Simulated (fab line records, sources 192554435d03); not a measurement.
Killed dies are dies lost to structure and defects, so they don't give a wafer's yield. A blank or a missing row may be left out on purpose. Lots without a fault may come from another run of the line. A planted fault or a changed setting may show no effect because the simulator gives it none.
Split-lot experiment | flow n5_finfet | 7 lots, 39 wafers read, on a route of 1938 steps

THE SPLIT
At N5_SD_EPI_N_SD_RECESS_17 (chemistry HBr/Cl2/O2, target depth 41 nm, time 23.7 s, bt time 3 s), the setting time_s was moved away from the recipe's 23.7 s on 12 of the 39 wafers read, by -7.1% to +8.0%. The other wafers ran this setting at the recipe's value.

The reading is taken at the split's own step.

THE READING
SD_EPI_N.feature_depth_nm (the simulator's own value, which no gauge read), in nm, at N5_SD_EPI_N_SD_RECESS_17 (chemistry HBr/Cl2/O2, target depth 41 nm, time 23.7 s, bt time 3 s). The file gives no usual value for it. The 27 wafers here that ran the recipe average 41.1 nm, standard deviation 0.35 nm.

wafer  | tool, chamber at the split | time_s as run, s | against the recipe | SD_EPI_N.feature_depth_nm, nm | against lot-mates on the recipe
L074.1 | rie_si-01, 3               | 23.7             | recipe             | 41                            | -
L074.2 | rie_si-01, 2               | 25.59            | +8.0%              | 44.4                          | +3.5
L074.3 | rie_si-01, 0               | 23.7             | recipe             | 40.4                          | -
L074.4 | rie_si-01, 1               | 23.7             | recipe             | 41.2                          | -
L074.5 | rie_si-01, 3               | 25.59            | +8.0%              | 44.4                          | +3.5
L074.6 | rie_si-01, 0               | 25.59            | +8.0%              | 43.6                          | +2.7
L077.2 | rie_si-01, 1               | 23.7             | recipe             | 40.8                          | -
L077.5 | rie_si-01, 2               | 23.7             | recipe             | 41.4                          | -
L077.6 | rie_si-01, 3               | 23.7             | recipe             | 40.8                          | -
L080.1 | rie_si-06, 0               | 22.01            | -7.1%              | 38                            | -2.9
L080.2 | rie_si-06, 1               | 22.01            | -7.1%              | 37.8                          | -3.1
L080.3 | rie_si-06, 2               | 23.7             | recipe             | 41.2                          | -
L080.4 | rie_si-06, 3               | 22.01            | -7.1%              | 38.8                          | -2.1
L080.5 | rie_si-06, 1               | 23.7             | recipe             | 40.6                          | -
L080.6 | rie_si-06, 0               | 23.7             | recipe             | 40.8                          | -
L084.1 | rie_si-01, 2               | 23.7             | recipe             | 41.2                          | -
L084.2 | rie_si-01, 1               | 23.7             | recipe             | 41                            | -
L084.3 | rie_si-01, 0               | 25.15            | +6.1%              | 43                            | +2.1
L084.4 | rie_si-01, 3               | 25.15            | +6.1%              | 43.8                          | +2.9
L084.5 | rie_si-01, 1               | 25.15            | +6.1%              | 43                            | +2.1
L084.6 | rie_si-01, 0               | 23.7             | recipe             | 40.4                          | -
L087.1 | rie_si-01, 0               | 23.7             | recipe             | 41                            | -
L087.2 | rie_si-01, 3               | 23.7             | recipe             | 41.2                          | -
L087.3 | rie_si-01, 1               | 23.7             | recipe             | 41.4                          | -
L087.4 | rie_si-01, 2               | 23.7             | recipe             | 41.6                          | -
L087.5 | rie_si-01, 2               | 23.7             | recipe             | 41.6                          | -
L087.6 | rie_si-01, 3               | 23.7             | recipe             | 41                            | -
L090.1 | rie_si-02, 2               | 23.7             | recipe             | 41                            | -
L090.2 | rie_si-02, 1               | 23.7             | recipe             | 41.4                          | -
L090.3 | rie_si-02, 0               | 23.7             | recipe             | 41.6                          | -
L090.4 | rie_si-02, 3               | 23.7             | recipe             | 41.6                          | -
L090.5 | rie_si-02, 2               | 23.7             | recipe             | 41.2                          | -
L090.6 | rie_si-02, 3               | 23.7             | recipe             | 41.6                          | -
L095.1 | rie_si-02, 3               | 22.12            | -6.7%              | 38.6                          | -2.7
L095.2 | rie_si-02, 1               | 22.12            | -6.7%              | 38.2                          | -3.1
L095.3 | rie_si-02, 2               | 22.12            | -6.7%              | 38.2                          | -3.1
L095.4 | rie_si-02, 0               | 23.7             | recipe             | 41.2                          | -
L095.5 | rie_si-02, 3               | 23.7             | recipe             | 41.4                          | -
L095.6 | rie_si-02, 0               | 23.7             | recipe             | 41.4                          | -

THE FIT
A straight line over all 39 wafers: SD_EPI_N.feature_depth_nm changes by +0.39 nm for each +1% of time_s; r = +0.97; the points scatter about the line by 0.37 nm.
The same after taking each lot's own level away (the mean of its wafers on the recipe; 39 wafers): +0.406 nm for each +1%; r = +0.98; scatter 0.32 nm.
On that fit, the largest move of time_s shifts the reading by 3.2 nm.
The lots' own levels span 40.87 to 41.40 nm, that is 1.5 times the standard deviation above.
So the lot-to-lot level changes the slope little: the two slopes agree.
Check: with one of the wafers moved furthest among these (+8.0%) left out of the fit, the line predicts +3.18 nm for it against its lot-mates. It came out at +3.53 nm against them.

OTHER SPLITS ON THESE WAFERS
These wafers also went through other splits before the reading. Each is held against what the fit with the lots' levels taken away leaves over:
other split on the same wafers       | wafers away from the commonest value | r with SD_EPI_N.feature_depth_nm (lot level and that fit taken away)
N5_DUMMY_GATE_ETCH_37 source_w       | 15                                   | +0.03
N5_DUMMY_GATE_ETCH_31 target_depth_a | 9                                    | +0.08
N5_DUMMY_GATE_ETCH_32 time_s         | 12                                   | +0.04
N5_SD_EPI_N_ETCH_45 target_depth_a   | 15                                   | -0.02

THE WHOLE CHAIN: every reading that the file lists as answering this split, in the file's order
step                     | what it does                                                       | reading                                                                       | change (the file's fit)               | r (the file's)
N5_SD_EPI_N_SD_RECESS_17 | chemistry HBr/Cl2/O2, target depth 41 nm, time 23.7 s, bt time 3 s | Si_of_WELL_APT_EPI_41.thk_nm (the simulator's own value, which no gauge read) | -0.422 nm for each +1% of the setting | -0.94
N5_SD_EPI_N_SD_RECESS_17 | chemistry HBr/Cl2/O2, target depth 41 nm, time 23.7 s, bt time 3 s | etch.depth_nm (the simulator's own value, which no gauge read)                | +0.407 nm for each +1% of the setting | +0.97
N5_SD_EPI_N_SD_RECESS_17 | chemistry HBr/Cl2/O2, target depth 41 nm, time 23.7 s, bt time 3 s | SD_EPI_N.feature_depth_nm (the simulator's own value, which no gauge read)    | +0.406 nm for each +1% of the setting | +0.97

THE FILE'S OWN FIT
SD_EPI_N.feature_depth_nm changes by +0.406 nm for each +1% of time_s, r = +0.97.
